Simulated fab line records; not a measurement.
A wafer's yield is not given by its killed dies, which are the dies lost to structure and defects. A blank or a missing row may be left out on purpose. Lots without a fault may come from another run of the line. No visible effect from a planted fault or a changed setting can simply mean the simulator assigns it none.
Lot-split experiment | flow n5Finfet | route with 1938 steps; 7 lots, 39 wafers read

THE SPLIT
At N5_FIN_SAQP_ETCH_65 (etches SiO2 in CF4, target depth 4 nm, time 4.4 s), the setting timeS was moved away from the recipe's 4.4 s on 15 of the 39 wafers read, by -16.5% to +21.8%. The other wafers ran this setting at the recipe's value.

The reading comes from the split's own step.

THE READING
etch.depthNm (the simulator's own value, which no gauge read), in nm, at N5_FIN_SAQP_ETCH_65 (etches SiO2 in CF4, target depth 4 nm, time 4.4 s). No usual value for it is given in the file. Average 3.941 nm, standard deviation 0.09 nm, over the 24 wafers here run with the recipe.

wafer  | tool, chamber at the split | timeS as run, s | against the recipe | etch.depthNm, nm | against lot-mates on the recipe
L080.1 | rieSi-04, 3                | 4.4             | recipe             | 3.79             | -
L080.2 | rieSi-04, 1                | 4.4             | recipe             | 3.95             | -
L080.3 | rieSi-04, 2                | 4.4             | recipe             | 3.978            | -
L080.4 | rieSi-04, 0                | 4.4             | recipe             | 3.885            | -
L080.5 | rieSi-04, 3                | 4.4             | recipe             | 3.822            | -
L080.6 | rieSi-04, 2                | 4.4             | recipe             | 4.014            | -
L081.1 | rieSi-03, 1                | 3.674           | -16.5%             | 3.387            | -0.592
L081.2 | rieSi-03, 3                | 3.674           | -16.5%             | 3.25             | -0.729
L081.3 | rieSi-03, 2                | 4.4             | recipe             | 3.993            | -
L081.4 | rieSi-03, 0                | 4.4             | recipe             | 3.875            | -
L081.5 | rieSi-03, 0                | 3.674           | -16.5%             | 3.26             | -0.719
L081.6 | rieSi-03, 1                | 4.4             | recipe             | 4.068            | -
L083.1 | rieSi-05, 1                | 4.4             | recipe             | 3.999            | -
L083.2 | rieSi-05, 0                | 4.4             | recipe             | 4.06             | -
L083.3 | rieSi-05, 3,0              | 4.776           | +8.5%              | 4.459            | +0.508
L083.6 | rieSi-05, 3,0              | 4.776           | +8.5%              | 4.459            | +0.508
L083.4 | rieSi-05, 2                | 4.4             | recipe             | 3.794            | -
L083.5 | rieSi-05, 1                | 4.776           | +8.5%              | 4.388            | +0.437
L085.1 | rieSi-04, 3                | 4.721           | +7.3%              | 4.104            | +0.182
L085.2 | rieSi-04, 1                | 4.4             | recipe             | 3.938            | -
L085.3 | rieSi-04, 2                | 4.721           | +7.3%              | 4.3              | +0.378
L085.4 | rieSi-04, 0                | 4.4             | recipe             | 3.914            | -
L085.5 | rieSi-04, 2                | 4.721           | +7.3%              | 4.316            | +0.394
L085.6 | rieSi-04, 1                | 4.4             | recipe             | 3.913            | -
L088.1 | rieSi-03, 0                | 4.4             | recipe             | 3.874            | -
L088.4 | rieSi-03, 1                | 4.4             | recipe             | 4.076            | -
L088.5 | rieSi-03, 1                | 4.4             | recipe             | 4.103            | -
L089.1 | rieSi-03, 0                | 4.4             | recipe             | 3.884            | -
L089.2 | rieSi-03, 3                | 5.361           | +21.8%             | 4.682            | +0.757
L089.3 | rieSi-03, 2                | 4.4             | recipe             | 4.031            | -
L089.4 | rieSi-03, 1                | 5.361           | +21.8%             | 4.995            | +1.070
L089.5 | rieSi-03, 0                | 4.4             | recipe             | 3.859            | -
L089.6 | rieSi-03, 1                | 5.361           | +21.8%             | 4.97             | +1.045
L095.1 | rieSi-03, 1                | 4.9             | +11.4%             | 4.543            | +0.619
L095.2 | rieSi-03, 0                | 4.4             | recipe             | 3.861            | -
L095.3 | rieSi-03, 3                | 4.4             | recipe             | 3.887            | -
L095.4 | rieSi-03, 2                | 4.9             | +11.4%             | 4.514            | +0.590
L095.5 | rieSi-03, 2                | 4.4             | recipe             | 4.023            | -
L095.6 | rieSi-03, 1                | 4.9             | +11.4%             | 4.582            | +0.658
The file does not say which wafer passed through which chamber wherever a row lists several chambers: such a row stands for several wafers.

THE FIT
A straight line over all 39 wafers: etch.depthNm changes by +0.0435 nm for each +1% of timeS; r = +0.97; the points scatter about the line by 0.1 nm.
The same after taking each lot's own level away (the mean of its wafers on the recipe; 39 wafers): +0.0448 nm for each +1%; r = +0.97; scatter 0.095 nm.
On that fit, the largest move of timeS shifts the reading by 0.98 nm.
From 3.9065 to 4.0177 nm: that is the span of the lots' own levels, equal to 1.2 times the standard deviation above.
Hence the lot-to-lot level has little effect on the slope; both slopes agree.
Check: with one of the wafers moved furthest among these (+21.8%) left out of the fit, the line predicts +1.04 nm for it against its lot-mates. Against them it came out at +0.757 nm.

FILE'S OWN FIT
etch.depthNm changes by +0.0455 nm for each +1% of timeS, r = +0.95.
